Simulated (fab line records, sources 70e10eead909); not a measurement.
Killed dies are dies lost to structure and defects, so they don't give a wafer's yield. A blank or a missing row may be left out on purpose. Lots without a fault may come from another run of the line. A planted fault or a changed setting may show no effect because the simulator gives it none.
A struck lot beside a sound one | flow nand_harc | 15 steps out of a route of 1302
Sound: wafers L246.2, L246.4, L246.6. Struck: wafers L241.2, L241.4, L241.6. The cause comes at the end.
At each step with rows: each side's tool, then ch and its chambers, then its first start. Under that, the readings that differ: sound wafers | struck wafers | difference of the means | sigmas: that difference in standard deviations of wafers without a fault.
alike: readings whose means differ by less than 2 such deviations, and words and numbers that are the same on both sides. not compared: withheld readings, readings that some wafer has no value for, bounds like >300 that may hide the same value, and numbers for which the record gives no deviation and whose values overlap.
The two part at a step that has a row with sigmas, a row that says differs or no value, or rows on one side only. Numbers that don't overlap but have no deviation are shown without sigmas and don't part them. A reading that every wafer of one side lacks parts them only if that side has two wafers or more.

first, 1 step without rows for these wafers: NHARC_A_CHANNEL_HOLE_D2_SRD_30.
NHARC_A_CHANNEL_HOLE_D2_CD_MEAS_31:
  sound on cd_sem-01, day 20 09:02; struck on cd_sem-01, day 17 05:31
  alike: cd_nm
then, 1 step without rows for these wafers: NHARC_A_CHANNEL_HOLE_D2_XSEM_32.
NHARC_A_CHANNEL_HOLE_D2_INSPECT_40:
  sound on defect_inspect-01, day 20 09:13; struck on defect_inspect-01, day 17 05:41
  alike: raw_defect_count
then, 2 steps without rows for these wafers: NHARC_A_CHANNEL_FILL_D2_PRECLEAN_00 (cleans in SC1); NHARC_A_CHANNEL_FILL_D2_SRD_01.
NHARC_A_CHANNEL_FILL_D2_ALD_02: deposits SiO2, target thk 6 nm, pulse time 10 s, ald cycles 60.
  sound on ald_hk-02 ch 0,2,3, day 20 09:56; struck on ald_hk-02 ch 1,3, day 17 09:27
  alike: heater_power_w, precursor_pulse_height_rel
then, 1 step without rows for these wafers: NHARC_A_CHANNEL_FILL_D2_ALD_03 (deposits SiNx, target thk 6 nm, pulse time 60 s, ald cycles 58).
NHARC_A_CHANNEL_FILL_D2_ALD_14: deposits SiO2, target thk 2.5 nm, pulse time 10 s, ald cycles 25.
  sound on ald_hk-04 ch 0,3, day 20 16:31; struck on ald_hk-04 ch 0,2,3, day 17 16:31
  alike: heater_power_w, precursor_pulse_height_rel
NHARC_A_CHANNEL_FILL_D2_ALD_15: deposits SiNx, target thk 2 nm, pulse time 60 s, ald cycles 19.
  sound on ald_sin_batch-02 ch 0; struck on ald_sin_batch-03 ch 0
  alike: chamber_pressure_Torr, precursor_pulse_height_rel
NHARC_A_CHANNEL_FILL_D2_ALD_16: deposits SiO2, target thk 1.5 nm, pulse time 10 s, ald cycles 15.
  sound on ald_hk-02 ch 0,2, day 20 21:41; struck on ald_hk-04 ch 0,3, day 17 21:38
  reading            | sound       | struck      | difference | sigmas
  heater_power_w (W) | 532 482 512 | 448 410 406 | -87        | -2
  alike: precursor_pulse_height_rel
then, 1 step without rows for these wafers: NHARC_A_CHANNEL_FILL_D2_ANNEAL_17 (time 1800 s).
NHARC_A_CHANNEL_FILL_D2_CVD_18: deposits poly-Si, target thk 3 nm.
  sound on lpcvd_poly-04 ch 0, day 21 06:53; struck on lpcvd_poly-02 ch 0, day 18 10:46
  alike: spike_tc_bottom_C, spike_tc_upper_C
NHARC_A_CHANNEL_FILL_D2_ETCHBACK_19: etches the open film in HBr/Cl2, target depth 5 nm, time 1.7 s.
  sound on rie_si-06 ch 0,1,3, day 21 08:58; struck on rie_si-03 ch 0,2,3, day 18 13:10
  alike: drypump_motor_current_A, oes_product_au, throttle_valve_pct
  not compared: rf_hours_counter_h
-- the record jumps here: 10 days lie between the struck wafers' starts before and after (it left off in module A_CHANNEL_FILL_D2 and takes up again in module END, whose first step shown is number 1302 of the route) --
NHARC_END_SORT_01:
  the record has rows for the struck wafers here (prober-01 ch 0, day 28 06:08) and none for the sound ones

WHERE THEY PART
First at NHARC_A_CHANNEL_FILL_D2_ALD_16; last, within this record, at NHARC_END_SORT_01.

WHY: what the simulator had put in
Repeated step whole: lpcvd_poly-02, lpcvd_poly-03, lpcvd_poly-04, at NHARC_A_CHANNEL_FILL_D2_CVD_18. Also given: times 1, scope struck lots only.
